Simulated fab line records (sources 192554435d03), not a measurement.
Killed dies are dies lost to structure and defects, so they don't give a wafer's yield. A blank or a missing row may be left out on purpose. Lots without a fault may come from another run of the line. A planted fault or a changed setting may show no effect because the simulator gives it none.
Matching of chambers -- flow n5 finfet -- ald sin-01 running N5_ILD0_ALD_15: 4 sister chambers
The step deposits SiNx, target thk 24 nm, pulse time 1 s, ald cycles 480. 24 wafers are shown with their chamber, then 12 later ones without.

WAFERS WITH THEIR CHAMBER
wafer,chamber,heater power w (W),precursor pulse height rel
L075.1,0,884,0.990
L075.2,1,782,0.966
L075.4,2,951,0.989
L076.4,0,874,0.995
L076.5,2,951,1.017
L076.6,1,781,0.952
L080.1,1,765,0.994
L080.3,0,859,1.028
L080.4,3,862,1.011
L082.2,2,942,1.016
L082.3,0,883,0.975
L082.6,0,865,0.989
L084.1,1,806,1.020
L084.2,2,942,1.006
L084.4,0,888,0.962
L085.1,3,838,0.988
L085.2,0,871,1.006
L085.4,1,768,0.995
L086.1,1,757,0.975
L086.3,0,844,0.980
L086.4,3,862,0.986
L088.1,0,873,1.025
L088.2,2,939,1.009
L088.3,3,842,1.061

SIGNATURES (averages over the wafers above)
reading,chamber 0,chamber 1,chamber 2,chamber 3,scatter within a chamber
heater power w,871.22,776.50,945.00,851.00,13.5
precursor pulse height rel,0.99444,0.98367,1.00740,1.01150,0.0234
Rule: for a wafer and a chamber, the distance is found by dividing, reading by reading, the gap between the wafer's reading and the chamber's mean by the reading's scatter, squaring, summing and taking the root. If the next closest chamber is less than 2 further off than the closest, the wafer can't be placed; otherwise it belongs to the closest. The scatter is the square root of a quotient: the sum, over the shown wafers, of each reading's squared deviation from its chamber's mean, divided by wafers minus chambers.

WAFERS WHOSE CHAMBER IS MISSING
wafer,heater power w (W),precursor pulse height rel
L090.1,774,0.996
L090.2,839,1.020
L090.5,875,1.037
L091.3,986,1.014
L091.4,859,1.054
L091.6,770,1.020
L094.1,767,1.017
L094.2,844,1.008
L094.3,958,1.017
L095.2,869,1.004
L095.3,870,1.003
L095.6,864,1.015

WHICH CHAMBER EACH WENT THROUGH
wafer,from the rows above,in truth
L090.1,1,1
L090.2,can't be placed: 3 or 0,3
L090.5,can't be placed: 0 or 3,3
L091.3,2,2
L091.4,can't be placed: 3 or 0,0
L091.6,1,1
L094.1,1,1
L094.2,can't be placed: 3 or 0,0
L094.3,2,2
L095.2,can't be placed: 0 or 3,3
L095.3,can't be placed: 0 or 3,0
L095.6,can't be placed: 3 or 0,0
Correctly placed: 5 of 12. Unplaceable from these rows: 7, with the true chamber sitting among the candidates in 7. Placed wrongly: 0.
